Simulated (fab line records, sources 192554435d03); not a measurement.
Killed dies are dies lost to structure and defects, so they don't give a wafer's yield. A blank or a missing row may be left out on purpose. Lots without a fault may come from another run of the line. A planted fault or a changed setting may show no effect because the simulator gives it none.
Chamber matching | flow n5_finfet | N5_BEOL_M0_ETCH_109 on rie_diel-01: 4 sister chambers
The step etches SiCN in CH3F/O2, target depth 8 nm, overetch 2.4 nm, time 27.4 s. 4 wafers are shown with their chamber, then 10 later ones without.

WAFERS WITH THEIR CHAMBER
wafer  | chamber | showerhead_plenum_p_Torr (Torr)
L081.3 | 1       | 1.98
L081.5 | 3       | 1.95
L086.1 | 2       | 1.96
L086.3 | 0       | 1.90

WAFERS WITHOUT THEIR CHAMBER
wafer  | showerhead_plenum_p_Torr (Torr)
L086.4 | 1.94
L090.3 | 1.89
L090.5 | 1.90
L090.6 | 1.97
L095.1 | 1.94
L095.5 | 1.95
L095.6 | 1.97
L096.1 | 1.95
L096.2 | 1.94
L096.6 | 1.94

WHICH CHAMBER EACH WENT THROUGH
wafer  | from the rows above          | in truth
L086.4 | can't be placed: 3 or 2      | 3
L090.3 | 0                            | 0
L090.5 | 0                            | 0
L090.6 | can't be placed: 1 or 2 or 3 | 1
L095.1 | can't be placed: 3 or 2      | 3
L095.5 | can't be placed: 3 or 2      | 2
L095.6 | can't be placed: 1 or 2 or 3 | 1
L096.1 | can't be placed: 3 or 2      | 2
L096.2 | can't be placed: 3 or 2      | 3
L096.6 | can't be placed: 3 or 2      | 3
Placed correctly: 2 of 10. Can't be placed from these rows: 8 (the true chamber is among the candidates in 8). Placed wrongly: 0.
How it was worked out, from the rows above alone: a wafer's distance from a chamber is the root of the sum, over the readings, of the square of ((its reading less the chamber's mean) divided by the reading's scatter). The wafer belongs to the nearest chamber; if the next one is less than 2 further off, it can't be placed. A chamber's mean is the mean of its shown wafers. The scatter: with one shown wafer a chamber, the root of the mean of the squares of how far each hidden wafer lies from its nearest shown one.
